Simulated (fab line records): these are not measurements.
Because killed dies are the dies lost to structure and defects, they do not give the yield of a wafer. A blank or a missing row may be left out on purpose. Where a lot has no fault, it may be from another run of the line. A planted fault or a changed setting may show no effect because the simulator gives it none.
fab line records	flow n5-finfet
record lots=10	wafers=28	last-day=17
route steps=1938 shown GATE_CUT@468 BEOL_M4@1111
lots that met no fault: from a run of the same line without faults
start-h: hours from the record's first day to the start of the lot's first wafer shown	wait-h: time in hours since the lot's previous step	" identical to the entry in the row above	L1.1+2: a row that stands for several wafers	- value missing, or start not given	* or withheld: withheld	< > ~ a bound
route shown NAME@n: names a module that has steps shown in the file, with the first one's number in the route	usual: average and standard deviation across the fault-free wafers	same: alike in all rows	chamber/n: place in a boat	sites: the reading at each site	_std_site: their standard deviation	_edge_site: the outer-site mean with the inner-site mean subtracted	radius-mm: how far each site lies from the wafer's centre	mask NAME#n: copy n	behind: tool/chamber where the wafer was last shaped	hold: reason for holding the lot/hours on hold/outcome of the hold	device: which transistor (n, p or np) failed to switch	end of line: at the end of the route, the tests of the same wafers	for a step that has no rows: nothing shown but its recipe	killed: dies that structure and defects cost at the first sort, which is not the same as the wafer's yield	map: per-die view of a wafer (x killed, . not killed, _ where there is no die)
set.NAME: the setting as run; set.NAME@STEP: as run at that earlier step	model.NAME: the simulator's own value behind a step, which no gauge read
steps of the route over a sample of lots; a table a step, a row a wafer
services: the hour from which a tool's chamber was out of use, counted from the record's first day as start-h (under 0 if before that day), plus the number of hours and why
## steps
# step N5_GATE_CUT_VAPOR_ETCH_60
# recipe chemistry=BCl3/Cl2	target=HfO2	mode=isotropic
# usual drypump-motor-current-A=5.6/0.41	oes-product-au=0.81/0.085
lot.wafer	tool	chamber	start-h	wait-h	drypump-motor-current-A	oes-product-au
L803.4	rie-metal-02	0	93.75	0.0	5.6	0.78
L803.5	"	1	"	"	6.1	0.75
L803.6	"	0	"	"	5.7	0.78
L805.4	rie-metal-02	0	99.19	0.0	5.6	0.78
L805.5	"	1	"	"	6.1	0.74
L805.6	"	0	"	"	5.6	0.77
L807.2	rie-metal-01	0	120.12	0.0	5.3	0.89
L807.5	"	1	"	"	5.3	0.88
L807.6	"	0	"	"	5.3	0.88
L808.2	rie-metal-03	0	122.27	0.0	5.6	0.76
L808.3	"	1	"	"	6.5	0.60
L808.6	"	0	"	"	5.6	0.76
L809.3	rie-metal-01	0	125.46	0.0	5.3	0.89
L809.5	"	1	"	"	5.3	0.88
L809.6	"	0	"	"	5.3	0.89
L811.2	rie-metal-01	1	133.85	0.0	5.3	0.87
L811.3	"	0	"	"	5.3	0.90
L811.6	"	0	"	"	5.3	0.89
L814.4	rie-metal-01	1	159.16	0.0	5.3	0.87
L814.5	"	1	"	"	5.3	0.88
L814.6	"	0	"	"	5.3	0.89
L818.2	rie-metal-01	0	177.54	0.0	5.3	0.86
L818.3	"	0	"	"	5.3	0.87
L820.2	rie-metal-01	0	187.02	0.0	5.3	0.87
L820.6	"	1	"	"	5.3	0.85
L822.1	rie-metal-03	0	201.76	0.0	5.6	0.74
L822.2	"	1	"	"	6.5	0.93
L822.3	"	1	"	"	6.5	0.92
# step N5_GATE_CUT_ETCH_58
# recipe chemistry=CH3F/O2	target=SiNx	target-depth-a=170	time-s=128.6	ion-energy-ev=50	pressure-mtorr=30	source-w=415	bias-w=21	Ar_flow_sccm=150	CH3F_flow_sccm=30	O2_flow_sccm=20
# usual drypump-motor-current-A=5.5/0.37	oes-product-au=0.78/0.083	rf-vpp-V=99.1/0.94	showerhead-plenum-p-Torr=2.01/0.052	throttle-valve-pct=16.34/0.23
lot.wafer	tool	chamber	start-h	wait-h	drypump-motor-current-A	oes-product-au	rf-hours-counter-h	rf-vpp-V	showerhead-plenum-p-Torr	throttle-valve-pct
L803.4	rie-diel-03	0	93.80	0.0	6.2	0.69	245	97.3	1.97	16.40
L803.5	"	3	"	"	5.4	0.78	-	98.6	2.01	16.52
L803.6	"	0	"	"	6.2	0.69	-	98.9	1.97	16.40
L805.4	rie-diel-05	3	99.31	0.1	5.4	0.78	103	98.2	2.02	16.08
L805.5	"	0	"	"	4.9	0.71	-	98.8	1.99	16.58
L805.6	"	3	"	"	5.4	0.79	-	99.0	2.02	16.08
L807.2	rie-diel-05	0	120.17	0.0	4.9	0.71	201	99.7	1.99	16.59
L807.5	"	2	"	"	5.8	0.83	-	98.9	2.02	16.56
L807.6	"	1	"	"	4.9	0.89	-	99.9	1.96	16.04
L808.2	rie-diel-03	1	122.32	0.0	5.1	0.83	67	100.0	2.03	16.08
L808.3	"	2	"	"	5.7	0.72	169	99.0	2.08	16.12
L808.6	"	1	"	"	5.1	0.83	-	99.6	2.03	16.09
L809.3	rie-diel-06	3	125.56	0.1	5.1	0.70	228	99.6	1.97	16.63
L809.5	"	0	"	"	5.4	0.74	-	96.7	1.99	16.55
L809.6	"	1	"	"	5.7	0.68	-	97.9	1.89	16.53
L811.2	rie-diel-06	1	133.90	0.0	5.8	0.68	246	99.7	1.89	16.54
L811.3	"	3	"	"	5.2	0.70	232	97.3	1.97	16.64
L811.6	"	1	"	"	5.7	0.68	-	98.6	1.89	16.54
L814.4	rie-diel-05	3	159.41	0.2	5.4	0.77	120	98.3	2.02	16.11
L814.5	"	3	"	"	5.4	0.77	-	100.0	2.02	16.11
L814.6	"	0	"	"	4.9	0.70	-	97.5	1.98	16.61
L818.2	rie-diel-03	3	177.59	0.0	5.4	0.77	145	98.2	2.00	16.57
L818.3	"	1	"	"	5.1	0.82	82	98.0	2.03	16.11
L820.2	rie-diel-05	2	187.21	0.2	5.9	0.82	104	99.4	2.01	16.61
L820.6	"	1	"	"	4.9	0.87	-	99.4	1.95	16.06
L822.1	rie-diel-03	1	201.84	0.1	5.1	0.81	90	98.1	2.02	16.14
L822.2	"	0	"	"	6.2	0.91	17	98.9	1.96	15.99
L822.3	"	2	"	"	5.7	0.70	191	98.8	2.07	16.15
# step N5_GATE_CUT_CMP_02
# recipe stop-on=SiO2	t-overpolish-s=12.7	post-cmp-clean=alkaline-brush	down-force-psi=2.5	platen-rpm=51.8	pad-velocity-m-s=1.0307	target-thk-nm=0
# usual head-pressure-psi=2.501/0.0048	motor-current-A=8.7/0.78	overpolish-run-s=12.700/0.0081	time-to-endpoint-s=25.8/2
# same t-overpolish-s=12.7
lot.wafer	tool	chamber	start-h	wait-h	head-pressure-psi	motor-current-A	overpolish-run-s	time-to-endpoint-s
L803.4	cmp-02	0	96.51	0.1	2.504	7.4	12.699	24.1
L803.6	"	1	"	"	2.501	9.5	12.704	25.6
L803.5	"	2	"	"	2.501	8.7	12.705	22.7
L805.4	cmp-02	1	101.98	0.1	2.508	9.8	12.714	29.2
L805.6	"	3	"	"	2.507	7.2	12.701	26.9
L805.5	"	0	"	"	2.500	7.3	12.706	26.6
L807.2	cmp-02	1	122.76	0.1	2.501	9.4	12.703	27.4
L807.5	"	1	"	"	2.498	9.7	12.700	28.8
L807.6	"	2	"	"	2.497	8.7	12.695	26.3
L808.2	cmp-04	1	125.34	0.2	2.502	9.9	12.698	24.5
L808.3	"	0	"	"	2.499	9.1	12.708	25.2
L808.6	"	1	"	"	2.505	8.9	12.708	24.8
L809.3	cmp-03	1	128.15	0.1	2.504	8.7	12.714	24.0
L809.5	"	1	"	"	2.502	9.1	12.707	24.5
L809.6	"	2	"	"	2.502	8.4	12.699	26.5
L811.2	cmp-04	1	136.50	0.1	2.505	8.9	12.710	20.8
L811.3	"	2	"	"	2.500	9.0	12.683	28.3
L811.6	"	1	"	"	2.510	9.2	12.723	26.7
L814.4	cmp-04	3	163.15	0.1	2.504	9.0	12.700	22.8
L814.6	"	0	"	"	2.492	9.3	12.692	24.2
L814.5	"	1	"	"	2.505	9.3	12.705	23.1
L818.3	cmp-02	0	180.96	0.2	2.500	7.1	12.693	15.5
L818.2	"	1	"	"	2.503	9.5	12.696	27.4
L820.2	cmp-02	0	190.37	0.2	2.498	7.5	12.695	24.7
L820.6	"	1	"	"	2.500	9.2	12.675	16.8
L822.3	cmp-02	1	204.47	0.1	2.492	9.4	12.686	16.8
L822.2	"	2	"	"	2.493	8.2	12.710	24.3
L822.1	"	3	"	"	2.504	8.2	12.720	25.8
# step N5_GATE_CUT_HM_DEP_46
# recipe material=SiO2	target-thk-a=1300	temp-c=400	precursor=TEOS/O2	pressure-torr=6.5	rf-w=900	teos-flow-sccm=161.4	gas=O2	flow-sccm=2650	time-s=26.6
# usual heater-power-w=524/120	showerhead-plenum-p-Torr=8.332/0.027	throttle-valve-pct=18.9/1
lot.wafer	tool	chamber	start-h	wait-h	heater-power-w	showerhead-plenum-p-Torr	throttle-valve-pct
L803.4	pecvd-03	2	96.75	0.1	618	8.329	17.9
L803.5	"	1	"	"	662	8.331	19.2
L803.6	"	0	"	"	379	8.327	20.7
L805.4	pecvd-03	2	102.43	0.1	820	8.346	17.9
L805.5	"	0	"	"	483	8.329	20.9
L805.6	"	1	"	"	560	8.362	19.2
L807.2	pecvd-03	0	123.09	0.0	512	8.318	20.9
L807.5	"	0	"	"	525	8.340	20.9
L807.6	"	2	"	"	722	8.351	17.9
L808.2	pecvd-02	0	125.67	0.0	498	8.354	17.7
L808.3	"	2	"	"	328	8.277	18.5
L808.6	"	1	"	"	577	8.334	19.3
L809.3	pecvd-01	2	128.48	0.0	399	8.326	18.8
L809.5	"	0	"	"	506	8.302	17.7
L809.6	"	1	"	"	368	8.350	18.8
L811.2	pecvd-02	0	136.83	0.0	504	8.353	18.0
L811.3	"	2	"	"	380	8.282	18.5
L811.6	"	0	"	"	501	8.342	17.7
L814.4	pecvd-02	1	163.39	0.1	571	8.326	19.6
L814.5	"	2	"	"	372	8.252	18.6
L814.6	"	0	"	"	405	8.361	17.8
L818.2	pecvd-03	2	181.22	0.0	821	8.362	18.2
L818.3	"	1	"	"	587	8.355	19.3
L820.2	pecvd-03	1	190.58	0.0	547	8.344	19.3
L820.6	"	0	"	"	502	8.307	20.8
L822.1	pecvd-03	0	204.76	0.0	493	8.319	20.6
L822.2	"	2	"	"	788	8.307	17.9
L822.3	"	0	"	"	484	8.328	20.8
# step N5_BEOL_M4_RC_MEAS_101
# usual DIBL_N=36.2/1.2	DIBL_P=36.3/1.3	IOFF_N=0.155/0.019	IOFF_P=0.210/0.029	ION_N=677/8.6	ION_P=465/6.8	SS_N=71.4/0.48	SS_P=73.2/0.53	VT_N=249.9/2.4	VT_P=-250/3.2
lot.wafer	tool	chamber	start-h	wait-h	DIBL_N[mV/V]	DIBL_P[mV/V]	IOFF_N[nA/um]	IOFF_P[nA/um]	ION_N[uA/um]	ION_P[uA/um]	SS_N[mV/dec]	SS_P[mV/dec]	VT_N[mV]	VT_P[mV]
L803.4	prober-01	0	176.70	0.5	35.3	36.5	0.138	0.190	682	470	70.8	73.2	250.0	-251
L803.5	"	0	"	"	36.7	38.1	0.162	0.215	675	464	72.0	73.5	250.2	-249
L803.6	"	0	"	"	34.3	35.1	0.116	0.163	674	460	70.3	72.9	257.5	-254
L805.4	prober-01	0	188.14	0.5	34.5	35.1	0.138	0.196	682	470	70.4	73.4	250.0	-249
L805.5	"	0	"	"	34.6	34.9	0.140	0.194	670	465	70.7	72.7	251.1	-251
L805.6	"	0	"	"	34.0	34.1	0.121	0.177	664	456	70.3	72.9	253.0	-254
L807.2	prober-02	0	206.36	0.2	37.6	37.0	0.164	0.198	679	458	71.6	73.7	248.7	-252
L807.5	"	0	"	"	37.2	36.6	0.149	0.181	673	457	71.4	74.1	252.1	-253
L807.6	"	0	"	"	36.1	35.7	0.144	0.183	674	465	71.0	73.3	251.6	-251
L808.2	prober-02	0	216.28	0.2	35.7	36.7	0.176	0.239	682	470	71.8	72.9	251.2	-250
L808.3	"	0	"	"	34.8	35.9	0.147	0.219	680	474	70.9	74.0	250.3	-252
L808.6	"	0	"	"	33.7	34.1	0.128	0.190	681	467	70.7	73.0	250.1	-250
L811.2	prober-01	0	224.86	0.2	37.3	38.1	0.192	0.255	688	467	71.8	74.0	248.3	-245
L811.3	"	0	"	"	35.2	36.1	0.156	0.230	674	461	71.5	73.6	248.8	-245
L811.6	"	0	"	"	35.7	36.5	0.164	0.228	676	467	71.1	72.9	248.3	-249
L809.3	prober-01	0	233.15	0.3	35.4	36.0	0.149	0.187	678	464	71.4	72.9	248.8	-254
L809.5	"	0	"	"	36.3	36.8	0.161	0.198	689	469	71.6	73.5	249.3	-252
L809.6	"	0	"	"	34.9	35.4	0.133	0.178	667	464	71.3	73.0	252.8	-255
L814.4	prober-01	0	261.68	0.5	35.9	36.1	0.138	0.197	662	462	71.7	73.6	251.8	-250
L814.5	"	0	"	"	34.9	34.8	0.127	0.173	664	461	71.5	72.1	252.5	-252
L814.6	"	0	"	"	37.9	38.3	0.181	0.234	681	466	72.2	73.4	248.7	-250
L818.2	prober-01	0	280.87	0.2	34.9	35.2	0.129	0.162	666	449	71.6	72.5	256.9	-258
L818.3	"	0	"	"	35.5	36.2	0.147	0.182	669	455	71.6	73.1	251.4	-253
L820.2	prober-02	0	282.73	0.2	36.5	37.6	0.155	0.216	672	464	70.9	73.4	250.2	-248
L820.6	"	0	"	"	36.0	37.3	0.145	0.219	676	463	71.8	73.5	251.1	-248
L822.1	prober-02	0	303.74	0.0	34.4	35.3	0.122	0.160	668	457	70.6	72.8	253.7	-255
L822.2	"	0	"	"	35.5	36.5	0.139	0.180	681	462	71.3	73.1	249.6	-254
L822.3	"	0	"	"	35.8	36.0	0.135	0.172	664	452	71.3	72.6	249.5	-251
## services
tool	chamber	start-h	hours	kind
cmp-03	-	91.12	5.3	pm
rie-metal-03	-	102.48	14.6	pm
pecvd-03	2	103.70	5.5	scheduled-down
rie-metal-02	0	129.10	1.5	repair
cmp-02	-	129.15	2.0	repair
pecvd-01	0	130.82	18.9	repair
rie-metal-01	-	136.82	1.2	repair
rie-metal-02	1	138.88	2.5	repair
rie-metal-02	0	142.22	4.0	repair
rie-diel-06	1	144.27	14.9	repair
rie-diel-03	3	152.15	13.5	repair
rie-diel-03	-	157.17	10.0	pm
cmp-04	-	163.51	2.6	repair
pecvd-01	-	168.97	1.6	repair
rie-metal-02	-	175.48	15.6	pm
rie-diel-05	3	175.74	3.6	repair
cmp-04	-	179.49	2.6	pm
cmp-02	-	184.37	4.0	pm
cmp-03	-	186.39	4.2	pm
cmp-02	-	188.37	-	consumable-replace:conditioner
rie-metal-02	-	191.08	4.3	pm
cmp-04	-	194.34	2.0	repair
cmp-04	-	199.97	3.2	repair
rie-metal-02	-	200.62	0.2	repair
## key
first-sign step=N5_GATE_CUT_CMP_02	reading=time-to-endpoint-s	direction=down	sigmas=4.7	usual=*	struck=*
effect none on later readings
met-at N5_GATE_CUT_CMP_02
struck-lots L818,L820,L822
struck-wafers L818.3,L820.6,L822.3
not-acting-at N5_GATE_CUT_VAPOR_ETCH_60,N5_GATE_CUT_ETCH_58,N5_GATE_CUT_HM_DEP_46
onset-between 122.76 180.96
fault kind=process-parameter-drift	tool=cmp-02	chamber=-	onset-h=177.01	steps=N5_GATE_CUT_CMP_02	channel=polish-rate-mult	offset=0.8	shape=step	end-h=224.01	scope=struck-wafers-only
